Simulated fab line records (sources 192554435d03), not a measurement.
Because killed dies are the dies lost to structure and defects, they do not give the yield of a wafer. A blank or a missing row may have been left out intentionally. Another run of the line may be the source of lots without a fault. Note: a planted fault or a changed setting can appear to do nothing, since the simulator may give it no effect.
Which tool was responsible? | flow n5-finfet | 29 wafers from 10 lots sampled at 6 of the route's 1938 steps

== WHAT EACH GAUGE READ, for each wafer ==
N5_BEOL_M6_CD_MEAS_11: the cd target is 38.5 nm. Usual: 38.6 nm for cd-nm, sd 0.61.
lot  | measured     | on        | cd-nm (nm)     | flag
L578 | day 10 09:51 | cd-sem-02 | 38.9 38.0 38.3 |
L583 | day 10 23:39 | cd-sem-02 | 35.9 39.1 39.2 |
L585 | day 11 01:20 | cd-sem-03 | 39.3 36.0      |
L593 | day 13 23:54 | cd-sem-02 | 38.6 38.5 38.9 |
L592 | day 14 14:59 | cd-sem-01 | 39.1 39.2 38.5 |
L595 | day 16 05:11 | cd-sem-01 | 38.6 37.7 38.5 |
L596 | day 16 05:25 | cd-sem-02 | 39.0 38.2 39.1 |
L599 | day 16 08:55 | cd-sem-02 | 39.1 38.2 37.8 |
L598 | day 16 14:54 | cd-sem-03 | 38.0 39.5 38.6 |
L600 | day 17 08:04 | cd-sem-01 | 38.1 38.9 39.7 |

N5_BEOL_M6_CD_MEAS_18: pitch 80 nm, target cd 40 nm. Usual: 40.3 nm for cd-nm, sd 0.72.
lot  | measured     | on        | cd-nm (nm)     | flag
L578 | day 10 10:34 | cd-sem-01 | 40.4 39.9 39.1 |
L583 | day 11 00:13 | cd-sem-02 | 38.4 41.0 41.0 |
L585 | day 11 01:53 | cd-sem-02 | 40.5 37.3      |
L593 | day 14 00:37 | cd-sem-03 | 41.0 40.2 40.1 |
L592 | day 14 15:48 | cd-sem-03 | 40.8 41.4 40.5 |
L595 | day 16 05:44 | cd-sem-02 | 40.3 40.2 39.6 |
L596 | day 16 05:58 | cd-sem-01 | 40.8 40.5 41.5 |
L599 | day 16 09:28 | cd-sem-03 | 41.5 40.5 39.0 |
L598 | day 16 15:29 | cd-sem-01 | 40.1 40.8 40.2 |
L600 | day 17 08:38 | cd-sem-01 | 39.6 40.0 41.7 |

== WHAT TOOL EACH LOT RAN ON (gives the tool, then ch and the chambers of the sampled wafers, and finally the start) ==
lot  | N5_BEOL_M6_ILD_DEP_00           | N5_BEOL_M6_CURE_74            | N5_BEOL_M6_EXPOSE_08               | N5_BEOL_M6_STRIP_67
L578 | pecvd-03 ch 0,1, day 10 08:37   | uv-cure-01 ch 1, day 10 08:47 | arfi-scanner-03 ch 0, day 10 09:44 | rie-diel-03 ch 0,1, day 10 10:10
L583 | pecvd-02 ch 0,1, day 10 19:42   | uv-cure-03 ch 2, day 10 19:46 | arfi-scanner-03 ch 0, day 10 23:31 | rie-diel-02 ch 0,2,3, day 10 23:59
L585 | pecvd-02 ch 1,2, day 11 00:16   | uv-cure-01 ch 1, day 11 00:29 | arfi-scanner-03 ch 0, day 11 01:13 | rie-diel-02 ch 2, day 11 01:40
L593 | pecvd-02 ch 0,1,2, day 13 22:25 | uv-cure-01 ch 0, day 13 22:29 | arfi-scanner-02 ch 0, day 13 23:46 | rie-diel-03 ch 0,2, day 14 00:23
L592 | pecvd-02 ch 0,1, day 14 12:31   | uv-cure-02 ch 0, day 14 12:35 | arfi-scanner-02 ch 0, day 14 14:51 | rie-diel-02 ch 0,2, day 14 15:33
L595 | pecvd-04 ch 1,2, day 16 02:52   | uv-cure-03 ch 1, day 16 02:56 | arfi-scanner-01 ch 0, day 16 05:04 | rie-diel-03 ch 0,2,3, day 16 05:31
L596 | pecvd-03 ch 0,1,2, day 16 03:38 | uv-cure-02 ch 2, day 16 03:52 | arfi-scanner-02 ch 0, day 16 05:18 | rie-diel-02 ch 0,3, day 16 05:44
L599 | pecvd-04 ch 1,2, day 16 07:29   | uv-cure-03 ch 0, day 16 07:33 | arfi-scanner-03 ch 0, day 16 08:47 | rie-diel-02 ch 0,1,3, day 16 09:15
L598 | pecvd-02 ch 0,1,2, day 16 12:11 | uv-cure-02 ch 2, day 16 12:15 | arfi-scanner-03 ch 0, day 16 14:46 | rie-diel-03 ch 2,3, day 16 15:14
L600 | pecvd-03 ch 0,2, day 17 05:42   | uv-cure-03 ch 2, day 17 05:46 | arfi-scanner-02 ch 0, day 17 07:56 | rie-diel-03 ch 0,1,3, day 17 08:23
- N5_BEOL_M6_ILD_DEP_00: deposits SiCOH lowk from DEMS/porogen, target thk 179.75 nm, time 33.4 s.
- N5_BEOL_M6_CURE_74: cures SiCOH lowk, time 240 s.
- N5_BEOL_M6_EXPOSE_08: exposes mask M6.
- N5_BEOL_M6_STRIP_67: strips in CF4.

== WHAT THE TOOLS THEMSELVES READ (means of the sampled wafers that have a number; where no wafer has one, the mark that the record gives instead) ==
N5_BEOL_M6_ILD_DEP_00. Usual: heater-power-w 296 W, standard deviation 59; showerhead-plenum-p-Torr 5.739 Torr, standard deviation 0.011; showerhead-vpp-V 1378 V, standard deviation 70; throttle-valve-pct 13.7 %, standard deviation 0.71.
lot  | tool     | heater-power-w (W) | showerhead-plenum-p-Torr (Torr) | showerhead-vpp-V (V) | throttle-valve-pct (%) | flag
L578 | pecvd-03 | 269                | 5.730                           | 1347                 | 14.0                   |
L583 | pecvd-02 | 327                | 5.739                           | 1439                 | 13.7                   |
L585 | pecvd-02 | 290                | 5.742                           | 1317                 | 13.5                   |
L593 | pecvd-02 | 282                | 5.740                           | 1365                 | 13.8                   |
L592 | pecvd-02 | 311                | 5.742                           | 1430                 | 14.2                   |
L595 | pecvd-04 | 299                | 5.746                           | 1383                 | 13.9                   |
L596 | pecvd-03 | 273                | 5.737                           | 1373                 | 13.2                   |
L599 | pecvd-04 | 239                | 5.740                           | 1397                 | 13.8                   |
L598 | pecvd-02 | 297                | 5.739                           | 1357                 | 13.9                   |
L600 | pecvd-03 | 310                | 5.738                           | 1387                 | 12.5                   |

N5_BEOL_M6_CURE_74. Usual: lamp-power-pct 52.31 %, standard deviation 0.05; wafer_temp_C_max 386.7, standard deviation 0.48.
lot  | tool       | lamp-power-pct (%) | wafer_temp_C_max | flag
L578 | uv-cure-01 | 52.33              | 386.3            |
L583 | uv-cure-03 | 52.32              | 386.5            |
L585 | uv-cure-01 | 52.27              | 386.4            |
L593 | uv-cure-01 | 52.33              | 386.6            |
L592 | uv-cure-02 | 52.32              | 386.3            |
L595 | uv-cure-03 | 52.31              | 386.9            |
L596 | uv-cure-02 | 52.30              | 386.8            |
L599 | uv-cure-03 | 52.32              | 387.6            |
L598 | uv-cure-02 | 52.36              | 386.6            |
L600 | uv-cure-03 | 52.33              | 386.4            |

N5_BEOL_M6_EXPOSE_08. Usual: -0.1 nm for focus-offset-nm, sd 0.55.
lot  | tool            | focus-offset-nm (nm) | flag
L578 | arfi-scanner-03 | 0.1                  |
L583 | arfi-scanner-03 | -0.2                 |
L585 | arfi-scanner-03 | 0.3                  |
L593 | arfi-scanner-02 | -1.2                 |
L592 | arfi-scanner-02 | -0.3                 |
L595 | arfi-scanner-01 | -0.2                 |
L596 | arfi-scanner-02 | -0.5                 |
L599 | arfi-scanner-03 | 0.7                  |
L598 | arfi-scanner-03 | -0.3                 |
L600 | arfi-scanner-02 | -0.6                 |

N5_BEOL_M6_STRIP_67. Usual: drypump-motor-current-A 6.00 A, standard deviation 0.24; oes-product-au 0.77 a.u., standard deviation 0.068; rf-vpp-V 270.4 V, standard deviation 1.6; showerhead-plenum-p-Torr 1.76 Torr, standard deviation 0.055; throttle-valve-pct 13.60 %, standard deviation 0.29.
lot  | tool        | drypump-motor-current-A (A) | oes-product-au (a.u.) | rf-vpp-V (V) | showerhead-plenum-p-Torr (Torr) | throttle-valve-pct (%) | flag
L578 | rie-diel-03 | 5.77                        | 0.73                  | 269.6        | 1.75                            | 13.94                  |
L583 | rie-diel-02 | 6.18                        | 0.80                  | 270.5        | 1.76                            | 13.39                  |
L585 | rie-diel-02 | 6.13                        | 0.73                  | 269.6        | 1.72                            | 13.55                  |
L593 | rie-diel-03 | 5.88                        | 0.74                  | 270.2        | 1.73                            | 13.69                  |
L592 | rie-diel-02 | 6.20                        | 0.74                  | 268.7        | 1.73                            | 13.61                  |
L595 | rie-diel-03 | 5.79                        | 0.78                  | 270.3        | 1.75                            | 13.60                  |
L596 | rie-diel-02 | 6.21                        | 0.79                  | 269.5        | 1.77                            | 13.48                  |
L599 | rie-diel-02 | 6.22                        | 0.80                  | 272.3        | 1.81                            | 13.40                  |
L598 | rie-diel-03 | 5.95                        | 0.85                  | 270.4        | 1.74                            | 13.29                  |
L600 | rie-diel-03 | 5.75                        | 0.76                  | 271.1        | 1.75                            | 13.78                  |

== THE ANSWER, worked out from the rows above alone ==
Rule: a lot is off if the mean of its wafers that have a number lies more than 3 standard deviations from the usual mean. A lot without any number at a reading at which 4 lots or more have one is off too. Where the step has rows for the other lots, those lots are counted as sound. Order of review: gauges by route order, followed by the tools' own readings, for which a lot's mean as printed above is used. The first step at which some lot is off is used, and at that step the reading that is off furthest; a lot without a number counts as furthest.
No lot is off at any reading shown: from this, nothing can be told.

== WHAT THE SIMULATOR HAD INSERTED ==
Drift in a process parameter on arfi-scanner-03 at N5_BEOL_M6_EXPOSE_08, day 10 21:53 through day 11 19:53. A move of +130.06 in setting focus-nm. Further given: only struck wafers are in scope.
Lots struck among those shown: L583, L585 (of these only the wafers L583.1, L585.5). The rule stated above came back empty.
